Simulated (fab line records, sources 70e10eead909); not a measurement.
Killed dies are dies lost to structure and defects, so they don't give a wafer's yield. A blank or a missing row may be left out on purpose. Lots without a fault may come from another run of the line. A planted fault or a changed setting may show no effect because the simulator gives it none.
Chamber matching | flow nand_harc | NHARC_A_STAIRCASE_ETCHBACK_157 on rie_diel-07: 4 sister chambers
The step etches the open film in CH3F/O2, target depth 90 nm, time 167.14 s. 16 wafers are shown with their chamber, then 8 later ones without.

WAFERS WITH THEIR CHAMBER
wafer  | chamber | drypump_motor_current_A (A) | showerhead_plenum_p_Torr (Torr) | rf_vpp_V (V)
L075.1 | 1       | 5.4                         | 2.52                            | 245.4
L075.5 | 1       | 5.4                         | 2.52                            | 243.8
L075.6 | 2       | 6.2                         | 2.28                            | 242.9
L076.1 | 2       | 6.2                         | 2.28                            | 242.6
L076.2 | 1       | 5.4                         | 2.52                            | 244.1
L076.3 | 1       | 5.3                         | 2.52                            | 244.4
L078.1 | 1       | 5.3                         | 2.52                            | 246.3
L078.2 | 0       | 6.4                         | 2.29                            | 243.0
L078.6 | 1       | 5.3                         | 2.52                            | 245.5
L080.1 | 2       | 6.2                         | 2.66                            | 247.5
L080.2 | 3       | 5.8                         | 2.33                            | 243.2
L080.4 | 1       | 5.4                         | 2.52                            | 244.3
L079.1 | 2       | 6.2                         | 2.66                            | 245.3
L079.2 | 0       | 6.5                         | 2.29                            | 243.1
L079.6 | 2       | 6.2                         | 2.66                            | 247.0
L086.2 | 3       | 5.9                         | 2.33                            | 242.3

SIGNATURES (means of the wafers above)
reading                  | chamber 0 | chamber 1 | chamber 2 | chamber 3 | scatter within a chamber
drypump_motor_current_A  | 6.450     | 5.357     | 6.200     | 5.850     | 0.0476
showerhead_plenum_p_Torr | 2.2900    | 2.5200    | 2.5080    | 2.3300    | 0.12
rf_vpp_V                 | 243.050   | 244.829   | 245.060   | 242.750   | 1.47
Rule: a wafer's distance from a chamber is the root of the sum, over the readings, of the square of ((its reading less the chamber's mean) divided by the reading's scatter). The wafer belongs to the nearest chamber; if the next one is less than 2 further off, it can't be placed. The scatter: the root of (the sum of the squares of (reading less its chamber's mean) over the shown wafers, divided by (wafers less chambers)).

WAFERS WITHOUT THEIR CHAMBER
wafer  | drypump_motor_current_A (A) | showerhead_plenum_p_Torr (Torr) | rf_vpp_V (V)
L086.4 | 6.2                         | 2.65                            | 246.5
L086.6 | 6.4                         | 2.28                            | 242.5
L089.3 | 6.2                         | 2.64                            | 245.9
L089.4 | 6.4                         | 2.28                            | 241.8
L089.6 | 5.4                         | 2.50                            | 245.0
L097.2 | 6.4                         | 2.66                            | 246.6
L097.4 | 5.8                         | 2.31                            | 242.1
L097.6 | 5.8                         | 2.31                            | 241.0

WHICH CHAMBER EACH WENT THROUGH
wafer  | from the rows above     | in truth
L086.4 | 2                       | 2
L086.6 | 0                       | 0
L089.3 | 2                       | 2
L089.4 | 0                       | 0
L089.6 | 1                       | 1
L097.2 | can't be placed: 0 or 2 | 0
L097.4 | 3                       | 3
L097.6 | 3                       | 3
Placed correctly: 7 of 8. Can't be placed from these rows: 1 (the true chamber is among the candidates in 1). Placed wrongly: 0.
